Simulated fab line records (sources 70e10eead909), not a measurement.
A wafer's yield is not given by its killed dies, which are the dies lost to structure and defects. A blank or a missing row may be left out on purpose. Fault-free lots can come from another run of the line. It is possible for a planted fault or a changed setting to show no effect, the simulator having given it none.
Which of the tools did it? / flow nand harc / 11 lots, 33 wafers sampled, at 4 steps of a route of 1159

== WHAT THE GAUGES READ, wafer by wafer ==
NHARC_A_M1_CD_MEAS_09: target cd 120 nm.
lot=L906; measured=day 18 06:07; on=cd sem-02; cd nm (nm)=119.4 119.8 120.3
lot=L909; measured=day 18 23:25; on=cd sem-01; cd nm (nm)=120.5 120.7 120.5
lot=L911; measured=day 19 11:43; on=cd sem-01; cd nm (nm)=120.4 120.7 120.6
lot=L915; measured=day 19 22:45; on=cd sem-03; cd nm (nm)=119.5 120.5 121.2
lot=L914; measured=day 20 03:18; on=cd sem-03; cd nm (nm)=120.6 119.4 119.1
lot=L913; measured=day 20 09:16; on=cd sem-02; cd nm (nm)=120.8 120.0 118.9
lot=L916; measured=day 20 23:56; on=cd sem-03; cd nm (nm)=124.4 124.9 124.3
lot=L919; measured=day 21 10:31; on=cd sem-02; cd nm (nm)=119.9 118.9 119.8
lot=L921; measured=day 22 02:28; on=cd sem-03; cd nm (nm)=125.4 125.9 125.3
lot=L926; measured=day 23 04:14; on=cd sem-01; cd nm (nm)=119.2 120.4 120.2
lot=L925; measured=day 23 04:25; on=cd sem-02; cd nm (nm)=119.7 120.6 120.1

== WHAT TOOL EACH LOT RAN ON (gives the tool, then ch and the chambers of the sampled wafers, and finally the start) ==
lot=L906; NHARC_A_M0_PVD_20=pvd sputter-01, day 18 04:40 or earlier; NHARC_A_M0_DEP_32=pecvd-01 ch 0,2, day 18 04:40; NHARC_A_M1_PEB_07=litho track-06 ch 0, day 18 06:02
lot=L909; NHARC_A_M0_PVD_20=pvd sputter-02, day 18 22:19 or earlier; NHARC_A_M0_DEP_32=pecvd-04 ch 0,1,2, day 18 22:19; NHARC_A_M1_PEB_07=litho track-06 ch 0, day 18 23:20
lot=L911; NHARC_A_M0_PVD_20=pvd sputter-03, day 19 10:28 or earlier; NHARC_A_M0_DEP_32=pecvd-04 ch 0,1,2, day 19 10:28; NHARC_A_M1_PEB_07=litho track-06 ch 0, day 19 11:38
lot=L915; NHARC_A_M0_PVD_20=pvd sputter-01, day 19 21:34 or earlier; NHARC_A_M0_DEP_32=pecvd-04 ch 0,1,2, day 19 21:34; NHARC_A_M1_PEB_07=litho track-04 ch 0, day 19 22:40
lot=L914; NHARC_A_M0_PVD_20=pvd sputter-03, day 20 01:59 or earlier; NHARC_A_M0_DEP_32=pecvd-03 ch 0,1,2, day 20 01:59; NHARC_A_M1_PEB_07=litho track-06 ch 0, day 20 03:13
lot=L913; NHARC_A_M0_PVD_20=pvd sputter-01, day 20 07:57 or earlier; NHARC_A_M0_DEP_32=pecvd-04 ch 0,1,2, day 20 07:57; NHARC_A_M1_PEB_07=litho track-04 ch 0, day 20 09:11
lot=L916; NHARC_A_M0_PVD_20=pvd sputter-03, day 20 22:53 or earlier; NHARC_A_M0_DEP_32=pecvd-04 ch 1,2, day 20 22:53; NHARC_A_M1_PEB_07=litho track-06 ch 0, day 20 23:52
lot=L919; NHARC_A_M0_PVD_20=pvd sputter-03, day 21 09:25 or earlier; NHARC_A_M0_DEP_32=pecvd-04 ch 0,1, day 21 09:25; NHARC_A_M1_PEB_07=litho track-04 ch 0, day 21 10:26
lot=L921; NHARC_A_M0_PVD_20=pvd sputter-02, day 22 01:22 or earlier; NHARC_A_M0_DEP_32=pecvd-01 ch 0,1,2, day 22 01:22; NHARC_A_M1_PEB_07=litho track-06 ch 0, day 22 02:23
lot=L926; NHARC_A_M0_PVD_20=pvd sputter-01, day 23 03:03 or earlier; NHARC_A_M0_DEP_32=pecvd-03 ch 0,2, day 23 03:03; NHARC_A_M1_PEB_07=litho track-01 ch 0, day 23 04:10
lot=L925; NHARC_A_M0_PVD_20=pvd sputter-02, day 23 03:11 or earlier; NHARC_A_M0_DEP_32=pecvd-04 ch 0,1,2, day 23 03:11; NHARC_A_M1_PEB_07=litho track-01 ch 0, day 23 04:20
- NHARC_A_M0_PVD_20: deposits TaN, target thk 5 nm, time 8.06 s.
- NHARC_A_M0_DEP_32: deposits SiCN, target thk 30 nm.
- NHARC_A_M1_PEB_07: peb time 65 s.

== THE ANSWER, worked out from the rows above alone ==
Rule: what is usual is taken from the lots themselves. Put in order of their means at a reading, lots are off if they are a third of the lots or fewer, leave a main group of 4 or more, and stand apart from it by a gap of 3 or more times the standard deviation of the main group's means; of several such gaps the widest counts. A main group whose means are all the same, to the digits that the tables above print for the reading, isn't used. Also off: a lot with no number at a reading for which 4 or more lots have one. Any other lot the step has rows for is counted as sound.
Off, at NHARC_A_M1_CD_MEAS_09 on cd nm: L916, L921. Mean 120.1 nm and standard deviation 0.36 in the main group.
A tool fits if, at a process step before that reading, it ran every lot that is off, and no sound lot after the first of them. Those tools and the gauges at NHARC_A_M1_CD_MEAS_09 are tried in the same way. NHARC_A_M0_PVD_20 gives no start for some lots, so the hours and the order of its lots are those of NHARC_A_M0_DEP_32. This does not decide it: 2 tools fit, namely litho track-06 at NHARC_A_M1_PEB_07 and cd sem-03 at NHARC_A_M1_CD_MEAS_09.

== WHAT THE SIMULATOR PUT IN ==
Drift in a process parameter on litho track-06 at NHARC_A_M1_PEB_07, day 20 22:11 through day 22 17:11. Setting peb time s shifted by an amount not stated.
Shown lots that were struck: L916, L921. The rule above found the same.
